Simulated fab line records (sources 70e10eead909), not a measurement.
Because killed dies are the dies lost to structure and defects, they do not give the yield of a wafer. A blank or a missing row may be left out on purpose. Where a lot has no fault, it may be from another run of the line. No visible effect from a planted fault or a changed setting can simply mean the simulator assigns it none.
A struck lot beside a sound one || flow nand-harc || 15 steps out of a route of 1159
Sound: wafers L272.3, L272.4, L272.5. The struck wafers were L285.1, L285.4, L285.6. The cause is named last.
At each step with rows: each side's tool, then ch and its chambers, then its first start. Under that, the readings that differ: sound wafers || struck wafers || difference of the means || sigmas: that difference in standard deviations of wafers without a fault.
alike: words and numbers the same on both sides, and readings whose means are apart by under 2 such deviations; not compared: readings that were withheld, readings missing a value for some wafer, numbers with overlapping values and no deviation given by the record, and bounds like >300 which may hide the same value.
Wherever a step has rows on one side only, a row that says differs or no value, or a row with sigmas, the two part there. When numbers do not overlap yet have no deviation, they are printed without sigmas and do not part them. A reading missing from all wafers of one side parts the sides only when that side holds two or more wafers.

NHARC_A_BONDPAD_OVL_MEAS_35:
  struck on overlay-01, day 21 22:26; sound on overlay-01, day 18 09:41
  alike: overlay-x-nm, overlay-y-nm
then, 2 steps without rows for these wafers: NHARC_A_BONDPAD_HARDBAKE_10 (time 65 s); NHARC_A_BONDPAD_DESCUM_11 (chemistry O2, time 3 s).
NHARC_A_BONDPAD_ETCH_34: etches the open film in N2/H2, target depth 60 nm, overetch 18 nm, time 65.91 s.
  sound on rie-diel-06 ch 0,1,2, day 18 09:55; struck on rie-diel-08 ch 1,2,3, day 21 22:40
  alike: drypump-motor-current-A, oes-product-au, rf-vpp-V, showerhead-plenum-p-Torr, throttle-valve-pct
  not compared: rf-hours-counter-h
then, 1 step without rows for these wafers: NHARC_A_BONDPAD_ETCH_12 (etches the open film in CHF3/O2, target depth 220 nm, time 110 s).
NHARC_A_BONDPAD_CD_MEAS_13:
  struck on cd-sem-02, day 21 22:53; sound on cd-sem-02, day 18 10:08
  alike: cd-nm
then, 1 step without rows for these wafers: NHARC_A_BONDPAD_STRIP_15 (strips in O2).
NHARC_A_BONDPAD_ETCH_24: etches the open film in CF4/N2, target depth 30 nm, time 72.99 s.
  sound on rie-diel-08 ch 0,1,2; struck on rie-diel-06 ch 0,1,2
  alike: drypump-motor-current-A, oes-product-au, rf-vpp-V, showerhead-plenum-p-Torr, throttle-valve-pct
  not compared: rf-hours-counter-h
then, 1 step without rows for these wafers: NHARC_A_BONDPAD_STRIP_16 (strips in post etch residue remover, time 600 s).
NHARC_A_BONDPAD_DEGAS_25: time 60 s.
  struck on pvd-sputter-02, day 21 23:32; sound on pvd-sputter-02, day 18 10:46
  alike: heater-power-w
NHARC_A_BONDPAD_PRE_CLEAN_26: time 30 s.
  sound on pvd-sputter-02; struck on pvd-sputter-02
  alike: heater-power-w
NHARC_A_BONDPAD_PVD_17: deposits TaN, target thk 5 nm, time 8.06 s.
  sound on pvd-sputter-02; struck on pvd-sputter-02
  alike: bias-v, cathode-dc-power-W, throttle-valve-pct
NHARC_A_BONDPAD_PVD_27: deposits Cu, target thk 30 nm, time 20.49 s.
  struck on pvd-sputter-02, day 21 23:44; sound on pvd-sputter-02, day 18 11:00
  no value came back on the struck wafers for cathode-dc-power-W (W), chamber-pressure-pa (Pa), throttle-valve-pct (%); on the sound wafers cathode-dc-power-W (W) reads 4998.7 5001.2 5000.8
then, 1 step without rows for these wafers: NHARC_A_BONDPAD_ECD_18 (material Cu, target thk 400 nm).
NHARC_END_SORT_01:
  sound on prober-02 ch 0, day 19 15:43; struck on prober-02 ch 0, day 23 03:17
{"reading": "defect-limited-yield (%)", "sound": "97.2 97.5 96.8", "struck": "0 0 0", "difference": -97, "sigmas": -65}
{"reading": "killed-at-array", "sound": "15 13 18", "struck": "673 675 672", "difference": "+658", "sigmas": "+66"}
{"reading": "killed-at-other", "sound": "0 0 0", "struck": "1 1 3", "difference": "+2", "sigmas": "+2"}
{"reading": "killed-dies", "sound": "19 17 22", "struck": "677 677 677", "difference": "+658", "sigmas": "+66"}
{"reading": "sort_bin_2_pct (%)", "sound": "0.3 1.0 1.6", "struck": "95.4 96.2 96.3", "difference": "+95.0", "sigmas": "+99 or more"}
{"reading": "sort-n-pass", "sound": "658 660 655", "struck": "0 0 0", "difference": -658, "sigmas": -66}
{"reading": "sort-rim-yield-pct (%)", "sound": "99.1 98.1 96.2", "struck": "0 0 0", "difference": -98, "sigmas": -49}
{"reading": "sort-yield-pct (%)", "sound": "97.2 97.5 96.8", "struck": "0 0 0", "difference": -97, "sigmas": -65}
  alike: killed-at-periphery, killed-open, killed-short, sort_bin_3_pct, sort_bin_4_pct

== WHERE THEY PART ==
At NHARC_A_BONDPAD_PVD_27 first; at NHARC_END_SORT_01 last (within this record only).

WHY: what had been put in by the simulator
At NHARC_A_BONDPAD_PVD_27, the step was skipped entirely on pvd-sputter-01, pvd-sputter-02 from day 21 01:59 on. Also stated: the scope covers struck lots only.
